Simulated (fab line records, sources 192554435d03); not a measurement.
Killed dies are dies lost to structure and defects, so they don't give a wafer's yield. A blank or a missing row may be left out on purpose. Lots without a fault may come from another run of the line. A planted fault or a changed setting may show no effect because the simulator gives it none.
A struck lot beside a sound one | flow n5_finfet | 17 steps out of a route of 1938
Sound: wafers L444.1, L444.4, L444.6. Struck: wafers L437.1, L437.3, L437.6. The cause comes at the end.
At each step with rows: each side's tool, then ch and its chambers, then its first start. Under that, the readings that differ: sound wafers | struck wafers | difference of the means | sigmas: that difference in standard deviations of wafers without a fault.
alike: readings whose means differ by less than 2 such deviations, and words and numbers that are the same on both sides. not compared: withheld readings, readings that some wafer has no value for, bounds like >300 that may hide the same value, and numbers for which the record gives no deviation and whose values overlap.
The two part at a step that has a row with sigmas, a row that says differs or no value, or rows on one side only. Numbers that don't overlap but have no deviation are shown without sigmas and don't part them. A reading that every wafer of one side lacks parts them only if that side has two wafers or more.

first, 10 steps without rows for these wafers: N5_PMOS_HMC_CHANNEL_EPI_DESCUM_14 (chemistry O2, time 7.9 s); N5_PMOS_HMC_CHANNEL_EPI_ETCH_32 (etches BARC in N2/H2, stops on SiO2, target depth 85.8 nm, time 50.3 s); N5_PMOS_HMC_CHANNEL_EPI_HM_OPEN_15 (chemistry CHF3/O2, target SiO2, target depth 40.6 nm, time 20.3 s); N5_PMOS_HMC_CHANNEL_EPI_STRIP_33 (strips in N2/H2); N5_PMOS_HMC_CHANNEL_EPI_STRIP_17 (strips in SPM, time 750 s); N5_PMOS_HMC_CHANNEL_EPI_ETCH_38 (etches SiO2 in CF4, target depth 1.5 nm); N5_PMOS_HMC_CHANNEL_EPI_FIN_RECESS_16 (chemistry HBr/Cl2, target Si, target depth 54 nm, time 18 s); N5_PMOS_HMC_CHANNEL_EPI_PRECLEAN_36 (cleans in O3/DIW, time 45 s); N5_PMOS_HMC_CHANNEL_EPI_PRECLEAN_18 (cleans in DHF, time 30 s); N5_PMOS_HMC_CHANNEL_EPI_SRD_19 (time 30 s).
N5_PMOS_HMC_CHANNEL_EPI_EPI_20: deposits SiGe30, target thk 59 nm.
  sound on epi_rpcvd-04 ch 0, day 7 05:51; struck on epi_rpcvd-03, day 5 11:38
  no value came back on the struck wafers for chamber_pressure_Torr (Torr), lamp_inner_pct (%); on the sound wafers chamber_pressure_Torr (Torr) reads 19.98 20.00 20.00
then, 4 steps without rows for these wafers: N5_PMOS_HMC_CHANNEL_EPI_HM_STRIP_35 (strips SiO2 in dHF, material SiO2, target depth 39.6 nm, time 216 s); N5_PMOS_HMC_CHANNEL_EPI_SRD_39 (time 30 s); N5_PMOS_HMC_CHANNEL_EPI_CMP_21 (polishes SiGe30, target thk 54 nm); N5_PMOS_HMC_CHANNEL_EPI_PRECLEAN_40 (cleans in DHF, time 30 s).
N5_BEOL_M4_RC_MEAS_101:
  the record has rows for the sound wafers here (prober-02 ch 0, day 15 01:38) and none for the struck ones
-- the record jumps here: 12 days lie between the struck wafers' starts before and after (it left off in module BEOL_M4 and takes up again in module PASSIVATION, whose first step shown is number 1936 of the route) --
N5_PASSIVATION_PROBE_49:
  sound on prober-01, day 19 23:17; struck on prober-01, day 17 10:00
  reading             | sound       | struck         | difference | sigmas
  killed_at_M0_to_M3  | 45 36 38    | 5 5 5          | -35        | -3
  killed_at_M4_up     | 20 30 29    | 3 3 2          | -24        | -4
  killed_at_front_end | 44 41 55    | 1168 1171 1166 | +1122      | +99 or more
  killed_dies         | 125 119 145 | 1180 1180 1180 | +1050      | +62
  killed_on_rim       | 11 18 18    | 152 152 152    | +136       | +33
  killed_open         | 87 94 86    | 13 8 16        | -77        | -6
  killed_short        | 37 25 59    | 5 5 6          | -35        | -4
  alike: killed_at_contacts, killed_at_other

WHERE THEY PART
First at N5_PMOS_HMC_CHANNEL_EPI_EPI_20; last, within this record, at N5_PASSIVATION_PROBE_49.

WHY: what the simulator had put in
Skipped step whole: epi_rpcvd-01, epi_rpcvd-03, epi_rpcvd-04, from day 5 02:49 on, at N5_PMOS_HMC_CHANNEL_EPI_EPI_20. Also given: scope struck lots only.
